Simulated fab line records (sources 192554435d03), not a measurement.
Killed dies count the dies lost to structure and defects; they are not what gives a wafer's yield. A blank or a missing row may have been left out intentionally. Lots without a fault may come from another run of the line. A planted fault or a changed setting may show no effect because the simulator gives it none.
Which of the tools did it? | flow n5_finfet | 24 lots, 72 wafers sampled, at 6 steps of a route of 1938

WHAT THE GAUGES READ, wafer by wafer
N5_BEOL_M10_INSPECT_58: inspects for defects (darkfield). Usual: 68 for raw_defect_count, sd 21.
lot  | measured     | on                | raw_defect_count | flag
L074 | day 11 08:13 | defect_inspect-01 | 51 50 26         |
L079 | day 11 15:32 | defect_inspect-02 | 27 41 48         |
L077 | day 11 17:57 | defect_inspect-01 | 74 82 137        |
L076 | day 11 18:32 | defect_inspect-01 | 103 64 72        |
L075 | day 11 20:41 | defect_inspect-01 | 60 68 32         |
L078 | day 12 06:50 | defect_inspect-02 | 47 87 63         |
L080 | day 12 17:52 | defect_inspect-01 | 105 95 106       |
L081 | day 12 20:29 | defect_inspect-01 | 61 68 54         |
L082 | day 13 17:00 | defect_inspect-01 | 70 57 54         |
L085 | day 13 21:53 | defect_inspect-01 | 50 61 66         |
L084 | day 15 07:08 | defect_inspect-02 | 59 103 68        |
L086 | day 15 09:53 | defect_inspect-02 | 68 81 88         |
L089 | day 15 16:34 | defect_inspect-01 | 44 67 67         |
L083 | day 15 20:41 | defect_inspect-01 | 33 39 65         |
L088 | day 16 02:06 | defect_inspect-01 | 51 56 53         |
L087 | day 16 03:49 | defect_inspect-01 | 61 87 84         |
L090 | day 16 07:59 | defect_inspect-02 | 77 75 89         |
L093 | day 17 03:15 | defect_inspect-02 | 40 51 53         |
L092 | day 17 06:02 | defect_inspect-01 | 81 91 90         |
L091 | day 17 09:02 | defect_inspect-02 | 51 65 88         |
L094 | day 17 11:04 | defect_inspect-02 | 156 81 71        |
L097 | day 17 20:19 | defect_inspect-01 | 88 70 62         |
L095 | day 17 21:08 | defect_inspect-01 | 61 81 54         |
L096 | day 18 13:34 | defect_inspect-02 | 47 60 28         |

N5_BEOL_M12_OVL_MEAS_11. Usual: for V11_OVL the level is 4 nm and the standard deviation is 4.8.
lot  | measured     | on         | V11_OVL (nm) | flag
L074 | day 11 18:11 | overlay-01 | 1 3 1        |
L079 | day 11 23:11 | overlay-02 | 4 3 2        |
L077 | day 12 00:45 | overlay-02 | 10 9 -5      |
L076 | day 12 00:59 | overlay-02 | 11 0 8       |
L075 | day 12 07:16 | overlay-01 | 13 4 2       |
L078 | day 12 16:14 | overlay-02 | 6 -4 1       |
L080 | day 13 00:47 | overlay-02 | 4 -2 -1      |
L081 | day 13 04:54 | overlay-01 | 8 8 1        |
L082 | day 14 05:35 | overlay-01 | 6 6 1        |
L085 | day 14 06:42 | overlay-01 | 8 4 1        |
L084 | day 15 15:56 | overlay-02 | 6 13 0       |
L086 | day 15 16:54 | overlay-02 | 0 4 -3       |
L089 | day 15 23:12 | overlay-01 | 4 7 3        |
L083 | day 16 04:34 | overlay-02 | 11 1 3       |
L088 | day 16 09:23 | overlay-02 | 5 5 5        |
L087 | day 16 11:35 | overlay-01 | 7 5 10       |
L090 | day 16 16:27 | overlay-02 | -7 -6 0      |
L093 | day 17 11:43 | overlay-02 | 4 8 -2       |
L092 | day 17 14:34 | overlay-02 | -4 4 12      |
L091 | day 17 21:42 | overlay-01 | 7 7 7        |
L094 | day 17 21:07 | overlay-02 | -3 3 -3      |
L097 | day 18 06:01 | overlay-02 | 2 4 2        |
L095 | day 18 07:20 | overlay-02 | 11 12 11     |
L096 | day 19 00:04 | overlay-02 | -1 1 0       |

TOOL THAT RAN EACH LOT (tool first, then ch and the chambers of the sampled wafers, then the start)
lot  | N5_BEOL_M10_SPUTTER_48       | N5_BEOL_M11_ETCH_62                | N5_BEOL_M11_TRENCH_ETCH_37                    | N5_BEOL_M11_ETCH_41
L074 | pvd_sputter-03, day 11 07:10 | rie_diel-03 ch 0,2,3, day 11 11:20 | rie_diel-02 ch 2,3, day 11 18:11 or earlier   | rie_diel-02 ch 2,3, day 11 18:11 or earlier
L079 | pvd_sputter-03, day 11 14:31 | rie_diel-02 ch 0,2, day 11 17:13   | rie_diel-02 ch 0,2, day 11 23:11 or earlier   | rie_diel-02 ch 0,2, day 11 23:11 or earlier
L077 | pvd_sputter-01, day 11 16:33 | rie_diel-06 ch 0,1,2, day 11 20:04 | rie_diel-02 ch 0,1,3, day 12 00:45 or earlier | rie_diel-02 ch 0,1,3, day 12 00:45 or earlier
L076 | pvd_sputter-01, day 11 17:33 | rie_diel-03 ch 0,1,3, day 11 20:14 | rie_diel-06 ch 0,1,3, day 12 00:59 or earlier | rie_diel-06 ch 0,1,3, day 12 00:59 or earlier
L075 | pvd_sputter-03, day 11 19:42 | rie_diel-06 ch 1,3, day 11 22:03   | rie_diel-03 ch 0,3, day 12 07:16 or earlier   | rie_diel-03 ch 0,3, day 12 07:16 or earlier
L078 | pvd_sputter-01, day 12 05:13 | rie_diel-02 ch 0,1, day 12 10:04   | rie_diel-02 ch 0,2,3, day 12 16:14 or earlier | rie_diel-02 ch 0,2,3, day 12 16:14 or earlier
L080 | pvd_sputter-02, day 12 15:28 | rie_diel-02 ch 1,2, day 12 19:46   | rie_diel-02 ch 0,2,3, day 13 00:47 or earlier | rie_diel-02 ch 0,2,3, day 13 00:47 or earlier
L081 | pvd_sputter-01, day 12 19:27 | rie_diel-02 ch 1,2, day 12 22:56   | rie_diel-03 ch 0,2,3, day 13 04:54 or earlier | rie_diel-03 ch 0,2,3, day 13 04:54 or earlier
L082 | pvd_sputter-03, day 13 15:55 | rie_diel-02 ch 2,3, day 13 21:00   | rie_diel-02 ch 0,2,3, day 14 05:35 or earlier | rie_diel-02 ch 0,2,3, day 14 05:35 or earlier
L085 | pvd_sputter-02, day 13 20:54 | rie_diel-02 ch 0,1,3, day 14 01:45 | rie_diel-03 ch 0,2,3, day 14 06:42 or earlier | rie_diel-03 ch 0,2,3, day 14 06:42 or earlier
L084 | pvd_sputter-03, day 15 06:09 | rie_diel-06 ch 0,1,3, day 15 09:19 | rie_diel-03 ch 1,2, day 15 15:56 or earlier   | rie_diel-03 ch 1,2, day 15 15:56 or earlier
L086 | pvd_sputter-01, day 15 08:54 | rie_diel-03 ch 0,2,3, day 15 12:02 | rie_diel-03 ch 0,1,2, day 15 16:54 or earlier | rie_diel-03 ch 0,1,2, day 15 16:54 or earlier
L089 | pvd_sputter-02, day 15 15:35 | rie_diel-02 ch 1,2,3, day 15 19:05 | rie_diel-03 ch 1,2, day 15 23:12 or earlier   | rie_diel-03 ch 1,2, day 15 23:12 or earlier
L083 | pvd_sputter-03, day 15 19:42 | rie_diel-06 ch 0,2,3, day 15 22:22 | rie_diel-02 ch 1,2, day 16 04:34 or earlier   | rie_diel-02 ch 1,2, day 16 04:34 or earlier
L088 | pvd_sputter-02, day 16 01:07 | rie_diel-02 ch 0,2,3, day 16 03:55 | rie_diel-02 ch 1,2,3, day 16 09:23 or earlier | rie_diel-02 ch 1,2,3, day 16 09:23 or earlier
L087 | pvd_sputter-01, day 16 02:38 | rie_diel-03 ch 0,2,3, day 16 06:37 | rie_diel-03 ch 1,2,3, day 16 11:35 or earlier | rie_diel-03 ch 1,2,3, day 16 11:35 or earlier
L090 | pvd_sputter-03, day 16 06:52 | rie_diel-06 ch 0,2,3, day 16 10:53 | rie_diel-03 ch 0,1,2, day 16 16:27 or earlier | rie_diel-03 ch 0,1,2, day 16 16:27 or earlier
L093 | pvd_sputter-02, day 17 02:05 | rie_diel-02 ch 0,1, day 17 06:41   | rie_diel-02 ch 2,3, day 17 11:43 or earlier   | rie_diel-02 ch 2,3, day 17 11:43 or earlier
L092 | pvd_sputter-03, day 17 04:04 | rie_diel-02 ch 0,1,3, day 17 08:55 | rie_diel-03 ch 0,2,3, day 17 14:34 or earlier | rie_diel-03 ch 0,2,3, day 17 14:34 or earlier
L091 | pvd_sputter-02, day 17 08:01 | rie_diel-02 ch 0,1,2, day 17 13:34 | rie_diel-06 ch 0,1,2, day 17 21:42 or earlier | rie_diel-06 ch 0,1,2, day 17 21:42 or earlier
L094 | pvd_sputter-02, day 17 10:04 | rie_diel-02 ch 0,1,2, day 17 14:08 | rie_diel-06 ch 0,1,2, day 17 21:07 or earlier | rie_diel-06 ch 0,1,2, day 17 21:07 or earlier
L097 | pvd_sputter-03, day 17 19:20 | rie_diel-02 ch 1,3, day 17 23:39   | rie_diel-06 ch 0,1,2, day 18 06:01 or earlier | rie_diel-06 ch 0,1,2, day 18 06:01 or earlier
L095 | pvd_sputter-02, day 17 19:57 | rie_diel-02 ch 1,2, day 18 00:16   | rie_diel-02 ch 1,2, day 18 07:20 or earlier   | rie_diel-02 ch 1,2, day 18 07:20 or earlier
L096 | pvd_sputter-01, day 18 12:35 | rie_diel-03 ch 0,2,3, day 18 16:30 | rie_diel-02 ch 0,2, day 19 00:04 or earlier   | rie_diel-02 ch 0,2, day 19 00:04 or earlier
- N5_BEOL_M10_SPUTTER_48: material Cu, target thk 12 nm, time 2 s.
- N5_BEOL_M11_ETCH_62: etches SOC in N2/H2, target depth 110 nm, overetch 22 nm, time 165 s.
- N5_BEOL_M11_TRENCH_ETCH_37: etches SiCOH lowk in C4F6/O2, target depth 148.83 nm, time 48 s.
- N5_BEOL_M11_ETCH_41: etches SiCN in CH3F/O2, target depth 42.6 nm, time 86 s.

AS READ BY THE TOOLS THEMSELVES (means over the sampled wafers that have a number; for cases with no such wafer, the mark the record gives instead)
N5_BEOL_M10_SPUTTER_48. Usual: chuck_gas_flow_sccm 1.26 sccm, standard deviation 0.052; throttle_valve_pct 30.0 %, standard deviation 1.2.
lot  | tool           | chuck_gas_flow_sccm (sccm) | throttle_valve_pct (%) | flag
L074 | pvd_sputter-03 | 1.23                       | 29.9                   |
L079 | pvd_sputter-03 | 1.22                       | 29.4                   |
L077 | pvd_sputter-01 | 1.23                       | 29.6                   |
L076 | pvd_sputter-01 | 1.22                       | 28.9                   |
L075 | pvd_sputter-03 | 1.30                       | 30.8                   |
L078 | pvd_sputter-01 | 1.26                       | 29.6                   |
L080 | pvd_sputter-02 | 1.26                       | 29.9                   |
L081 | pvd_sputter-01 | 1.24                       | 29.2                   |
L082 | pvd_sputter-03 | 1.23                       | 30.3                   |
L085 | pvd_sputter-02 | 1.25                       | 29.9                   |
L084 | pvd_sputter-03 | 1.21                       | 30.5                   |
L086 | pvd_sputter-01 | 1.28                       | 29.7                   |
L089 | pvd_sputter-02 | 1.29                       | 30.5                   |
L083 | pvd_sputter-03 | 1.28                       | 30.9                   |
L088 | pvd_sputter-02 | 1.19                       | 30.0                   |
L087 | pvd_sputter-01 | 1.25                       | 29.7                   |
L090 | pvd_sputter-03 | 1.30                       | 31.1                   |
L093 | pvd_sputter-02 | 1.26                       | 29.7                   |
L092 | pvd_sputter-03 | 1.29                       | 30.0                   |
L091 | pvd_sputter-02 | 1.24                       | 29.9                   |
L094 | pvd_sputter-02 | 1.26                       | 30.4                   |
L097 | pvd_sputter-03 | 1.25                       | 31.8                   |
L095 | pvd_sputter-02 | 1.29                       | 30.9                   |
L096 | pvd_sputter-01 | 1.24                       | 29.3                   |

N5_BEOL_M11_ETCH_62. Usual: drypump_motor_current_A 5.8 A, standard deviation 0.42; oes_product_au 0.67 a.u., standard deviation 0.067; rf_vpp_V 524.0 V, standard deviation 2.7; showerhead_plenum_p_Torr 2.55 Torr, standard deviation 0.088; throttle_valve_pct 17.83 %, standard deviation 0.22.
lot  | tool        | drypump_motor_current_A (A) | oes_product_au (a.u.) | rf_vpp_V (V) | showerhead_plenum_p_Torr (Torr) | throttle_valve_pct (%) | flag
L074 | rie_diel-03 | 5.2                         | 0.75                  | 526.3        | 2.63                            | 17.62                  |
L079 | rie_diel-02 | 5.7                         | 0.70                  | 523.7        | 2.53                            | 17.72                  |
L077 | rie_diel-06 | 5.7                         | 0.65                  | 522.3        | 2.51                            | 17.82                  |
L076 | rie_diel-03 | 5.4                         | 0.67                  | 525.2        | 2.59                            | 17.77                  |
L075 | rie_diel-06 | 5.6                         | 0.59                  | 524.5        | 2.59                            | 18.23                  |
L078 | rie_diel-02 | 5.9                         | 0.74                  | 523.2        | 2.51                            | 17.65                  |
L080 | rie_diel-02 | 6.2                         | 0.69                  | 525.7        | 2.59                            | 17.72                  |
L081 | rie_diel-02 | 6.1                         | 0.65                  | 526.1        | 2.61                            | 17.80                  |
L082 | rie_diel-02 | 5.9                         | 0.61                  | 524.8        | 2.56                            | 17.98                  |
L085 | rie_diel-02 | 5.9                         | 0.69                  | 523.1        | 2.50                            | 17.84                  |
L084 | rie_diel-06 | 5.4                         | 0.63                  | 522.9        | 2.53                            | 18.03                  |
L086 | rie_diel-03 | 5.2                         | 0.71                  | 525.4        | 2.62                            | 17.68                  |
L089 | rie_diel-02 | 6.0                         | 0.64                  | 524.0        | 2.54                            | 17.92                  |
L083 | rie_diel-06 | 5.7                         | 0.63                  | 522.0        | 2.46                            | 17.82                  |
L088 | rie_diel-02 | 5.8                         | 0.65                  | 522.2        | 2.51                            | 17.94                  |
L087 | rie_diel-03 | 5.2                         | 0.71                  | 525.7        | 2.62                            | 17.69                  |
L090 | rie_diel-06 | 5.7                         | 0.63                  | 521.7        | 2.46                            | 17.83                  |
L093 | rie_diel-02 | 6.1                         | 0.70                  | 523.1        | 2.53                            | 17.72                  |
L092 | rie_diel-02 | 5.9                         | 0.67                  | 522.5        | 2.49                            | 17.89                  |
L091 | rie_diel-02 | 6.0                         | 0.67                  | 524.9        | 2.55                            | 17.79                  |
L094 | rie_diel-02 | 6.0                         | 0.66                  | 524.3        | 2.55                            | 17.78                  |
L097 | rie_diel-02 | 6.1                         | 0.67                  | 524.0        | 2.53                            | 17.88                  |
L095 | rie_diel-02 | 6.2                         | 0.66                  | 525.1        | 2.58                            | 17.79                  |
L096 | rie_diel-03 | 5.2                         | 0.68                  | 525.8        | 2.61                            | 17.72                  |

N5_BEOL_M11_TRENCH_ETCH_37. Usual: drypump_motor_current_A 5.7 A, standard deviation 0.47; oes_product_au 0.81 a.u., standard deviation 0.084; rf_vpp_V 664 V, standard deviation 6.6; showerhead_plenum_p_Torr 2.86 Torr, standard deviation 0.099; throttle_valve_pct 20.93 %, standard deviation 0.19.
lot  | tool        | drypump_motor_current_A (A) | oes_product_au (a.u.) | rf_vpp_V (V) | showerhead_plenum_p_Torr (Torr) | throttle_valve_pct (%) | flag
L074 | rie_diel-02 | 5.9                         | 0.75                  | 661          | 2.82                            | 21.23                  |
L079 | rie_diel-02 | 5.7                         | 0.82                  | 660          | 2.84                            | 20.93                  |
L077 | rie_diel-02 | 5.9                         | 0.84                  | 658          | 2.82                            | 20.99                  |
L076 | rie_diel-06 | 5.4                         | 0.75                  | 664          | 2.85                            | 21.14                  |
L075 | rie_diel-03 | 5.3                         | 0.85                  | 669          | 2.93                            | 20.75                  |
L078 | rie_diel-02 | 5.8                         | 0.78                  | 660          | 2.83                            | 21.09                  |
L080 | rie_diel-02 | 5.8                         | 0.78                  | 659          | 2.82                            | 21.10                  |
L081 | rie_diel-03 | 5.2                         | 0.86                  | 670          | 2.93                            | 20.79                  |
L082 | rie_diel-02 | 5.8                         | 0.78                  | 661          | 2.82                            | 21.10                  |
L085 | rie_diel-03 | 5.2                         | 0.84                  | 669          | 2.93                            | 20.80                  |
L084 | rie_diel-03 | 5.8                         | 0.94                  | 673          | 2.94                            | 20.78                  |
L086 | rie_diel-03 | 5.4                         | 0.88                  | 670          | 2.90                            | 20.81                  |
L089 | rie_diel-03 | 5.6                         | 0.91                  | 674          | 2.98                            | 20.82                  |
L083 | rie_diel-02 | 6.2                         | 0.80                  | 663          | 2.91                            | 20.91                  |
L088 | rie_diel-02 | 6.0                         | 0.76                  | 662          | 2.86                            | 21.09                  |
L087 | rie_diel-03 | 5.6                         | 0.88                  | 673          | 2.97                            | 20.78                  |
L090 | rie_diel-03 | 5.4                         | 0.87                  | 669          | 2.89                            | 20.81                  |
L093 | rie_diel-02 | 5.9                         | 0.70                  | 663          | 2.86                            | 21.18                  |
L092 | rie_diel-03 | 5.2                         | 0.82                  | 669          | 2.92                            | 20.83                  |
L091 | rie_diel-06 | 5.7                         | 0.86                  | 662          | 2.80                            | 20.88                  |
L094 | rie_diel-06 | 5.7                         | 0.85                  | 662          | 2.80                            | 20.88                  |
L097 | rie_diel-06 | 5.7                         | 0.84                  | 662          | 2.80                            | 20.89                  |
L095 | rie_diel-02 | 6.3                         | 0.77                  | 663          | 2.90                            | 20.93                  |
L096 | rie_diel-02 | 5.8                         | 0.78                  | 659          | 2.82                            | 21.01                  |

N5_BEOL_M11_ETCH_41. Usual: drypump_motor_current_A 5.7 A, standard deviation 0.47; oes_product_au 0.81 a.u., standard deviation 0.084; rf_vpp_V 297.6 V, standard deviation 1.8; showerhead_plenum_p_Torr 2.01 Torr, standard deviation 0.073; throttle_valve_pct 16.30 %, standard deviation 0.2.
lot  | tool        | drypump_motor_current_A (A) | oes_product_au (a.u.) | rf_vpp_V (V) | showerhead_plenum_p_Torr (Torr) | throttle_valve_pct (%) | flag
L074 | rie_diel-02 | 5.9                         | 0.75                  | 296.3        | 1.98                            | 16.61                  |
L079 | rie_diel-02 | 5.7                         | 0.82                  | 297.3        | 2.00                            | 16.29                  |
L077 | rie_diel-02 | 5.9                         | 0.84                  | 297.0        | 1.98                            | 16.33                  |
L076 | rie_diel-06 | 5.4                         | 0.76                  | 297.7        | 2.00                            | 16.52                  |
L075 | rie_diel-03 | 5.2                         | 0.85                  | 298.5        | 2.06                            | 16.13                  |
L078 | rie_diel-02 | 5.8                         | 0.78                  | 296.9        | 1.99                            | 16.46                  |
L080 | rie_diel-02 | 5.8                         | 0.78                  | 296.2        | 1.98                            | 16.46                  |
L081 | rie_diel-03 | 5.2                         | 0.86                  | 298.8        | 2.06                            | 16.15                  |
L082 | rie_diel-02 | 5.8                         | 0.77                  | 297.0        | 1.98                            | 16.48                  |
L085 | rie_diel-03 | 5.2                         | 0.85                  | 298.1        | 2.06                            | 16.17                  |
L084 | rie_diel-03 | 5.8                         | 0.94                  | 298.7        | 2.07                            | 16.12                  |
L086 | rie_diel-03 | 5.4                         | 0.88                  | 297.6        | 2.04                            | 16.16                  |
L089 | rie_diel-03 | 5.5                         | 0.90                  | 299.8        | 2.10                            | 16.15                  |
L083 | rie_diel-02 | 6.2                         | 0.79                  | 299.1        | 2.05                            | 16.26                  |
L088 | rie_diel-02 | 6.0                         | 0.76                  | 296.9        | 2.01                            | 16.46                  |
L087 | rie_diel-03 | 5.6                         | 0.89                  | 299.1        | 2.09                            | 16.14                  |
L090 | rie_diel-03 | 5.4                         | 0.86                  | 299.0        | 2.04                            | 16.18                  |
L093 | rie_diel-02 | 5.9                         | 0.71                  | 297.3        | 2.01                            | 16.61                  |
L092 | rie_diel-03 | 5.2                         | 0.82                  | 298.5        | 2.05                            | 16.21                  |
L091 | rie_diel-06 | 5.7                         | 0.84                  | 297.1        | 1.97                            | 16.26                  |
L094 | rie_diel-06 | 5.7                         | 0.85                  | 297.3        | 1.97                            | 16.26                  |
L097 | rie_diel-06 | 5.7                         | 0.84                  | 295.9        | 1.97                            | 16.27                  |
L095 | rie_diel-02 | 6.2                         | 0.77                  | 297.6        | 2.04                            | 16.29                  |
L096 | rie_diel-02 | 5.7                         | 0.77                  | 297.5        | 1.98                            | 16.38                  |

THE ANSWER, worked out from the rows above alone
Rule: a lot is off if the mean of its wafers that have a number lies more than 3 standard deviations from the usual mean. Also off: a lot with no number at a reading for which 4 or more lots have one. Any other lot the step has rows for is counted as sound. After the gauges, taken in route order, come the tools' own readings; for these a lot's mean is taken, as printed above. The first step at which some lot is off is used, and at that step the reading that is off furthest; a lot without a number counts as furthest.
No lot is off at any reading shown: from this, nothing can be told.

WHAT THE SIMULATOR HAD INSERTED
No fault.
